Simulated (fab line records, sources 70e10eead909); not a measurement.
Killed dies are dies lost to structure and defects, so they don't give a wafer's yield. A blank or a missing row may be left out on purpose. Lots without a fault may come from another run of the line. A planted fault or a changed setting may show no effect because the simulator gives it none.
Tool commonality check | flow nand_harc | 4 lots, 12 wafers sampled

WHY IT WAS OPENED
At NHARC_END_SORT_01 the reading killed_at_other is flagged on 2 of 4 lots. Wafers without a fault read 0.6, standard deviation 1.1.
Rule: a lot is flagged when every wafer of it that has a number lies more than 4 standard deviations from that mean, or none has a number. The other lots count as sound.

lot  | measured     | on        | killed_at_other, wafer by wafer | flag
L384 | day 21 13:19 | prober-01 | 0 3 3                           |
L385 | day 23 06:19 | prober-01 | 0 0 0                           |
L396 | day 24 19:20 | prober-02 | 621 621 631                     | FLAGGED
L397 | day 25 03:16 | prober-01 | 653 657 655                     | FLAGGED
The numbers of the flagged lots are 639.7 on average: +639.1 against the usual, or +99 or more standard deviations.

WHICH TOOL RAN EACH LOT
The record holds 4 process steps before the reading, out of a route of 1159 steps. In each cell: the tool, then ch and the chambers that the sampled wafers went through, then the start.
lot  | flag    | NHARC_A_BONDPAD_CMP_29        | NHARC_A_BONDPAD_ETCH_12                       | NHARC_A_BONDPAD_ETCH_24                       | NHARC_THIN_TSV_ECD_20
L384 |         | cmp-04 ch 1,2,3, day 20 05:32 | rie_diel-09 ch 1,2,3, day 21 00:52 or earlier | rie_diel-09 ch 0,1,3, day 21 00:52 or earlier | ecd_cu-02 ch 0,1, day 21 00:52
L385 |         | cmp-01 ch 0,1,2, day 22 00:19 | rie_diel-04 ch 0,1,2, day 22 20:20 or earlier | rie_diel-04 ch 0,1,3, day 22 20:20 or earlier | ecd_cu-02 ch 0,1, day 22 20:20
L396 | FLAGGED | cmp-04 ch 1,2,3, day 23 08:09 | rie_diel-04 ch 0,3, day 24 05:28 or earlier   | rie_diel-09 ch 1,2,3, day 24 05:28 or earlier | ecd_cu-02 ch 0,1, day 24 05:28
L397 | FLAGGED | cmp-01 ch 1,2,3, day 23 17:58 | rie_diel-09 ch 2,3, day 24 14:31 or earlier   | rie_diel-04 ch 0,3, day 24 14:31 or earlier   | ecd_cu-02 ch 0,1, day 24 14:31
What these steps do:
- NHARC_A_BONDPAD_CMP_29: polishes SiCN, target thk 200 nm.
- NHARC_A_BONDPAD_ETCH_12: etches the open film in CHF3/O2, target depth 220 nm, time 110 s.
- NHARC_A_BONDPAD_ETCH_24: etches the open film in CF4/N2, target depth 30 nm, time 72.99 s.
- NHARC_THIN_TSV_ECD_20: material Cu, target thk 2000 nm.
- NHARC_END_SORT_01

FLAGGED OVER TOTAL, TOOL BY TOOL (the gauges that took the reading come last)
step                    | tool        | lots run | flagged | share of the flagged lots | sound lots run after its first flagged lot
NHARC_A_BONDPAD_CMP_29  | cmp-01      | 2        | 1       | some                      | 0
NHARC_A_BONDPAD_CMP_29  | cmp-04      | 2        | 1       | some                      | 0
NHARC_A_BONDPAD_ETCH_12 | rie_diel-04 | 2        | 1       | some                      | 0
NHARC_A_BONDPAD_ETCH_12 | rie_diel-09 | 2        | 1       | some                      | 0
NHARC_A_BONDPAD_ETCH_24 | rie_diel-04 | 2        | 1       | some                      | 0
NHARC_A_BONDPAD_ETCH_24 | rie_diel-09 | 2        | 1       | some                      | 0
NHARC_THIN_TSV_ECD_20   | ecd_cu-02   | 4        | 2       | all                       | 0
NHARC_END_SORT_01       | prober-01   | 3        | 1       | some                      | 0
NHARC_END_SORT_01       | prober-02   | 1        | 1       | some                      | 0
NHARC_A_BONDPAD_ETCH_12 gives no start for some lots, so the hours and the order of its lots are those of NHARC_THIN_TSV_ECD_20. NHARC_A_BONDPAD_ETCH_24 gives no start for some lots, so the hours and the order of its lots are those of NHARC_THIN_TSV_ECD_20.

WHAT THE TABLE ALLOWS
1 row of the table ran every flagged lot: ecd_cu-02 at NHARC_THIN_TSV_ECD_20.
- ecd_cu-02 at NHARC_THIN_TSV_ECD_20: 2 of its 4 lots flagged. Its last sound lot is L385 (day 22 20:20), its first flagged lot L396 (day 24 05:28): a fault that began between those two fits.
One tool is left: ecd_cu-02 at NHARC_THIN_TSV_ECD_20.

WHAT THE SIMULATOR HAD PUT IN
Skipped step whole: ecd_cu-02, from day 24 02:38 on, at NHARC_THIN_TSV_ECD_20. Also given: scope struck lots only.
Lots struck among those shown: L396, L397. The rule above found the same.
